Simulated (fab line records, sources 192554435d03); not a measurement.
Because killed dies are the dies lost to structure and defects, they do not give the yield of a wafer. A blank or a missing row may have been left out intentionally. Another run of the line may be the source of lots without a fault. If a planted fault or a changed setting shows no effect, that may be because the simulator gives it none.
Matching of chambers + flow n5Finfet + N5_HKMG_FIN_ETCH_67 on rieDiel-04 has 4 sister chambers
The step etches SOC in N2/H2, stops on TiN, target depth 388.9 nm. 18 wafers are shown with their chamber, then 9 later ones without.

EACH WAFER AND ITS CHAMBER
| wafer  | chamber | showerheadPlenumPTorr (Torr) | throttleValvePct (%) | oesProductAu (a.u.) |
|--------|---------|------------------------------|----------------------|---------------------|
| L076.1 | 3       | 2.41                         | 17.55                | 0.69                |
| L076.3 | 2       | 2.69                         | 17.74                | 0.86                |
| L076.6 | 1       | 2.61                         | 17.88                | 0.70                |
| L077.2 | 3       | 2.41                         | 17.54                | 0.70                |
| L077.4 | 0       | 2.72                         | 18.05                | 0.92                |
| L077.6 | 1       | 2.61                         | 17.88                | 0.69                |
| L081.1 | 2       | 2.69                         | 17.73                | 0.85                |
| L081.2 | 3       | 2.41                         | 17.56                | 0.69                |
| L081.4 | 1       | 2.61                         | 17.89                | 0.70                |
| L085.1 | 3       | 2.41                         | 17.56                | 0.68                |
| L085.3 | 1       | 2.61                         | 17.91                | 0.68                |
| L085.5 | 0       | 2.72                         | 18.08                | 0.89                |
| L086.1 | 1       | 2.61                         | 17.91                | 0.68                |
| L086.3 | 0       | 2.72                         | 18.07                | 0.89                |
| L086.6 | 2       | 2.68                         | 17.77                | 0.84                |
| L088.1 | 3       | 2.41                         | 17.59                | 0.68                |
| L088.4 | 1       | 2.60                         | 17.93                | 0.68                |
| L088.5 | 0       | 2.72                         | 18.08                | 0.89                |

SIGNATURES, as means of the wafers listed above
| reading               | chamber 0 | chamber 1 | chamber 2 | chamber 3 | scatter within a chamber |
|-----------------------|-----------|-----------|-----------|-----------|--------------------------|
| showerheadPlenumPTorr | 2.7200    | 2.6083    | 2.6867    | 2.4100    | 0.00327                  |
| throttleValvePct      | 18.0700   | 17.9000   | 17.7467   | 17.5600   | 0.0186                   |
| oesProductAu          | 0.8975    | 0.6883    | 0.8500    | 0.6880    | 0.0108                   |
Rule: distance of a wafer from a chamber = root of the sum over the readings of ((wafer's reading minus chamber's mean) / reading's scatter) squared. The wafer belongs to the nearest chamber; if the next one is less than 2 further off, it can't be placed. The scatter: the root of (the sum of the squares of (reading less its chamber's mean) over the shown wafers, divided by (wafers less chambers)).

WAFERS WHOSE CHAMBER IS MISSING
| wafer  | showerheadPlenumPTorr (Torr) | throttleValvePct (%) | oesProductAu (a.u.) |
|--------|------------------------------|----------------------|---------------------|
| L090.3 | 2.68                         | 17.81                | 0.82                |
| L090.4 | 2.71                         | 18.11                | 0.86                |
| L090.6 | 2.40                         | 17.60                | 0.68                |
| L095.2 | 2.71                         | 18.13                | 0.84                |
| L095.5 | 2.71                         | 18.13                | 0.84                |
| L095.6 | 2.60                         | 17.52                | 0.92                |
| L096.4 | 2.71                         | 18.13                | 0.83                |
| L096.5 | 2.67                         | 17.81                | 0.81                |
| L096.6 | 2.60                         | 17.51                | 0.91                |

WHICH CHAMBER EACH WENT THROUGH
| wafer  | from the rows above     | in truth |
|--------|-------------------------|----------|
| L090.3 | 2                       | 2        |
| L090.4 | 0                       | 0        |
| L090.6 | 3                       | 3        |
| L095.2 | 0                       | 0        |
| L095.5 | 0                       | 0        |
| L095.6 | can't be placed: 1 or 2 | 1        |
| L096.4 | 0                       | 0        |
| L096.5 | 2                       | 2        |
| L096.6 | can't be placed: 1 or 2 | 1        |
Correctly placed: 7 of 9. From these rows, 2 cannot be placed; in 2 the true chamber is one of the candidates. Wrongly placed: 0.
